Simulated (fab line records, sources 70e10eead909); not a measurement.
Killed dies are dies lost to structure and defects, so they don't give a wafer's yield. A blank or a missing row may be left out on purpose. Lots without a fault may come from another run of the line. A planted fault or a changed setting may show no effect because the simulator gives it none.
Which tool did it? | flow nand_harc | 13 lots, 39 wafers sampled, at 5 steps of a route of 1302

WHAT THE GAUGES READ, wafer by wafer
NHARC_P_ZERO_WELL_CD_MEAS_37: target cd 720 nm. Usual: cd_nm 720.4 nm, standard deviation 2.
lot  | measured     | on        | cd_nm (nm)        | flag
L381 | day 2 00:32  | cd_sem-01 | 719.5 714.3 719.7 |
L383 | day 2 19:58  | cd_sem-02 | 721.4 718.6 722.2 |
L384 | day 3 06:21  | cd_sem-01 | 719.1 719.7 723.3 |
L385 | day 3 17:07  | cd_sem-02 | 718.8 719.8 720.6 |
L388 | day 5 02:13  | cd_sem-03 | 722.4 720.8 723.2 |
L389 | day 5 08:13  | cd_sem-03 | 719.9 724.9 724.2 |
L392 | day 6 14:05  | cd_sem-02 | 720.2 720.8 719.6 |
L396 | day 8 06:17  | cd_sem-02 | 719.8 722.3 721.8 |
L399 | day 9 12:07  | cd_sem-02 | 719.2 720.1 720.6 |
L400 | day 9 22:37  | cd_sem-02 | 721.3 716.2 718.7 |
L401 | day 10 08:08 | cd_sem-03 | 720.7 720.6 718.5 |
L402 | day 10 18:34 | cd_sem-03 | 721.6 721.2 721.1 |
L403 | day 11 04:07 | cd_sem-03 | 717.7 721.8 720.9 |

NHARC_P_STI_CD_MEAS_09: target cd 200 nm. Usual: cd_nm 199.5 nm, standard deviation 2.4.
lot  | measured     | on        | cd_nm (nm)        | flag
L381 | day 2 20:47  | cd_sem-01 | 197.7 196.4 195.6 |
L383 | day 3 19:08  | cd_sem-01 | 200.9 201.4 203.9 |
L384 | day 4 02:50  | cd_sem-03 | 198.5 200.3 199.3 |
L385 | day 4 13:32  | cd_sem-03 | 197.6 198.5 198.3 |
L388 | day 5 20:04  | cd_sem-03 | 199.2 199.2 197.3 |
L389 | day 6 02:07  | cd_sem-01 | 200.8 199.7 198.9 |
L392 | day 7 11:46  | cd_sem-01 | 198.7 199.2 199.5 |
L396 | day 9 00:32  | cd_sem-03 | 199.1 200.3 195.6 |
L399 | day 10 07:11 | cd_sem-02 | 198.6 195.3 198.0 |
L400 | day 10 17:16 | cd_sem-02 | 202.2 199.3 203.8 |
L401 | day 11 05:18 | cd_sem-02 | 204.0 201.8 203.3 |
L402 | day 11 13:53 | cd_sem-01 | 201.7 200.5 200.8 |
L403 | day 12 01:03 | cd_sem-03 | 194.7 196.4 198.8 |

NHARC_END_SORT_01. Usual: killed_at_array 53, standard deviation 18; killed_at_other 0.8, standard deviation 1.1; killed_at_periphery 4.1, standard deviation 2.7; killed_dies 58, standard deviation 18; killed_open 3.1, standard deviation 1.7; killed_short 2.7, standard deviation 1.7.
lot  | measured     | on        | killed_at_array | killed_at_other | killed_at_periphery | killed_dies | killed_open | killed_short | flag
L381 | day 24 22:18 | prober-01 | 56 62 38        | 1 1 0           | 4 10 10             | 61 73 48    | 2 1 7       | 1 4 2        |
L383 | day 26 07:42 | prober-02 | 30 39 48        | 3 4 3           | 5 9 6               | 38 52 57    | 3 3 7       | 4 3 5        |
L384 | day 26 00:02 | prober-02 | 59 65 62        | 0 1 0           | 9 6 2               | 68 72 64    | 0 2 1       | 6 4 4        |
L385 | day 26 07:50 | prober-01 | 40 69 39        | 0 1 2           | 11 11 5             | 51 81 46    | 4 1 2       | 3 0 1        |
L388 | day 28 03:37 | prober-02 | 32 17 21        | 0 1 1           | 3 9 5               | 35 27 27    | 1 4 2       | 4 2 1        |
L389 | day 28 10:03 | prober-01 | 96 74 66        | 0 0 0           | 2 5 2               | 98 79 68    | 3 4 2       | 3 4 6        |
L392 | day 29 06:46 | prober-01 | 37 44 51        | 1 1 0           | 4 3 3               | 42 48 54    | 2 2 4       | 0 1 3        |
L396 | day 30 03:42 | prober-01 | 89 74 82        | 0 0 0           | 5 3 5               | 94 77 87    | 7 3 3       | 1 1 3        |
L399 | day 32 19:56 | prober-01 | 37 29 35        | 0 0 1           | 3 5 2               | 40 34 38    | 4 3 3       | 1 3 5        |
L400 | day 32 08:52 | prober-01 | 89 71 70        | 1 0 0           | 5 1 4               | 95 72 74    | 1 4 3       | 0 2 1        |
L401 | day 33 02:47 | prober-01 | 50 65 60        | 0 1 0           | 4 6 4               | 54 72 64    | 0 2 3       | 1 3 1        |
L402 | day 33 02:50 | prober-02 | 51 46 45        | 3 2 3           | 1 4 3               | 55 52 51    | 2 5 2       | 2 4 3        |
L403 | day 34 13:45 | prober-01 | 35 44 39        | 0 0 0           | 1 10 6              | 36 54 45    | 2 4 3       | 4 6 2        |

WHICH TOOL RAN EACH LOT (tool, then ch and the chambers of the sampled wafers, then the start)
lot  | NHARC_P_STI_ETCH_42                | NHARC_P_STI_CMP_21
L381 | rie_diel-08 ch 0,2,3, day 2 21:08  | cmp-01 ch 0,1, day 3 16:58
L383 | rie_diel-08 ch 0,1,3, day 3 19:29  | cmp-01 ch 0,2,3, day 4 15:28
L384 | rie_diel-01 ch 0,3, day 4 03:11    | cmp-01 ch 0,2,3, day 4 21:11
L385 | rie_diel-01 ch 0,2, day 4 13:53    | cmp-04 ch 1,2,3, day 5 10:32
L388 | rie_diel-07 ch 0,1,2, day 5 20:25  | cmp-04 ch 0,2,3, day 6 17:16
L389 | rie_diel-01 ch 1,3, day 6 02:28    | cmp-04 ch 0,1,3, day 7 00:48
L392 | rie_diel-07 ch 0,2,3, day 7 12:07  | cmp-03 ch 0,1, day 8 09:53
L396 | rie_diel-07 ch 0,3, day 9 00:52    | cmp-03 ch 1,2, day 9 18:39
L399 | rie_diel-08 ch 1,2,3, day 10 07:32 | cmp-03 ch 2,3, day 11 04:56
L400 | rie_diel-01 ch 0,1,2, day 10 17:36 | cmp-04 ch 0,2,3, day 11 11:30
L401 | rie_diel-01 ch 0,1,2, day 11 05:38 | cmp-04 ch 0,1,3, day 12 03:52
L402 | rie_diel-07 ch 0,3, day 11 14:14   | cmp-03 ch 1,2,3, day 12 08:26
L403 | rie_diel-07 ch 0,1,2, day 12 01:25 | cmp-04 ch 1,2,3, day 12 19:31
- NHARC_P_STI_ETCH_42: etches the open film in N2/H2, target depth 80 nm, overetch 24 nm, time 61 s.
- NHARC_P_STI_CMP_21: polishes, t overpolish 20 s, target thk 380.67 nm.

WHAT THE TOOLS THEMSELVES READ (means of the sampled wafers that have a number; where no wafer has one, the mark that the record gives instead)
NHARC_P_STI_ETCH_42. Usual: drypump_motor_current_A 5.7 A, standard deviation 0.53; n2_flow_sccm 150.0 sccm, standard deviation 0.44; oes_product_au 1.001 a.u., standard deviation 0.011; rf_vpp_V 431 V, standard deviation 3; showerhead_plenum_p_Torr 2.05 Torr, standard deviation 0.11; throttle_valve_pct 14.171 %, standard deviation 0.0091.
lot  | tool        | drypump_motor_current_A (A) | n2_flow_sccm (sccm) | oes_product_au (a.u.) | rf_vpp_V (V) | showerhead_plenum_p_Torr (Torr) | throttle_valve_pct (%) | flag
L381 | rie_diel-08 | 6.1                         | 150.0               | 0.995                 | 431          | 2.03                            | 14.168                 |
L383 | rie_diel-08 | 5.5                         | 149.9               | 1.004                 | 431          | 2.08                            | 14.163                 |
L384 | rie_diel-01 | 6.4                         | 149.8               | 1.008                 | 432          | 2.09                            | 14.173                 |
L385 | rie_diel-01 | 5.5                         | 149.7               | 0.993                 | 428          | 1.98                            | 14.175                 |
L388 | rie_diel-07 | 5.8                         | 149.7               | 0.995                 | 430          | 2.06                            | 14.170                 |
L389 | rie_diel-01 | 6.4                         | 150.2               | 1.010                 | 433          | 2.15                            | 14.171                 |
L392 | rie_diel-07 | 5.4                         | 149.9               | 0.958                 | 428          | 1.96                            | 14.169                 | OFF
L396 | rie_diel-07 | 5.4                         | 149.7               | 0.907                 | 428          | 1.92                            | 14.170                 | OFF
L399 | rie_diel-08 | 5.8                         | 150.2               | 0.994                 | 430          | 2.03                            | 14.172                 |
L400 | rie_diel-01 | 5.7                         | 149.8               | 0.997                 | 429          | 2.01                            | 14.164                 |
L401 | rie_diel-01 | 5.7                         | 150.2               | 1.001                 | 429          | 2.01                            | 14.173                 |
L402 | rie_diel-07 | 5.3                         | 149.9               | 1.003                 | 426          | 1.91                            | 14.170                 |
L403 | rie_diel-07 | 5.8                         | 150.2               | 1.000                 | 431          | 2.06                            | 14.179                 |

NHARC_P_STI_CMP_21. Usual: motor_current_A 11.4 A, standard deviation 1; overpolish_run_s 20.000 s, standard deviation 0.0096.
lot  | tool   | motor_current_A (A) | overpolish_run_s (s) | flag
L381 | cmp-01 | 11.1                | 20.008               |
L383 | cmp-01 | 10.8                | 19.999               |
L384 | cmp-01 | 11.1                | 19.988               |
L385 | cmp-04 | 11.7                | 20.006               |
L388 | cmp-04 | 11.5                | 19.992               |
L389 | cmp-04 | 12.1                | 20.000               |
L392 | cmp-03 | 10.3                | 20.005               |
L396 | cmp-03 | 10.3                | 19.991               |
L399 | cmp-03 | 11.3                | 20.006               |
L400 | cmp-04 | 11.8                | 20.007               |
L401 | cmp-04 | 11.8                | 20.007               |
L402 | cmp-03 | 10.7                | 20.005               |
L403 | cmp-04 | 11.7                | 20.000               |

THE ANSWER, worked out from the rows above alone
Rule: a lot is off if the mean of its wafers that have a number lies more than 3 standard deviations from the usual mean. A lot without any number at a reading at which 4 lots or more have one is off too. The other lots that the step has rows for count as sound. The gauges are gone through in route order, then the tools' own readings, and for those a lot's mean is taken as printed above. The first step at which some lot is off is used, and at that step the reading that is off furthest; a lot without a number counts as furthest.
Off: L392, L396, at NHARC_P_STI_ETCH_42 (oes_product_au).
A tool fits if, at that step or a process step before it, it ran every lot that is off, and no sound lot after the first of them. None of those tried fits.

WHAT THE SIMULATOR HAD PUT IN
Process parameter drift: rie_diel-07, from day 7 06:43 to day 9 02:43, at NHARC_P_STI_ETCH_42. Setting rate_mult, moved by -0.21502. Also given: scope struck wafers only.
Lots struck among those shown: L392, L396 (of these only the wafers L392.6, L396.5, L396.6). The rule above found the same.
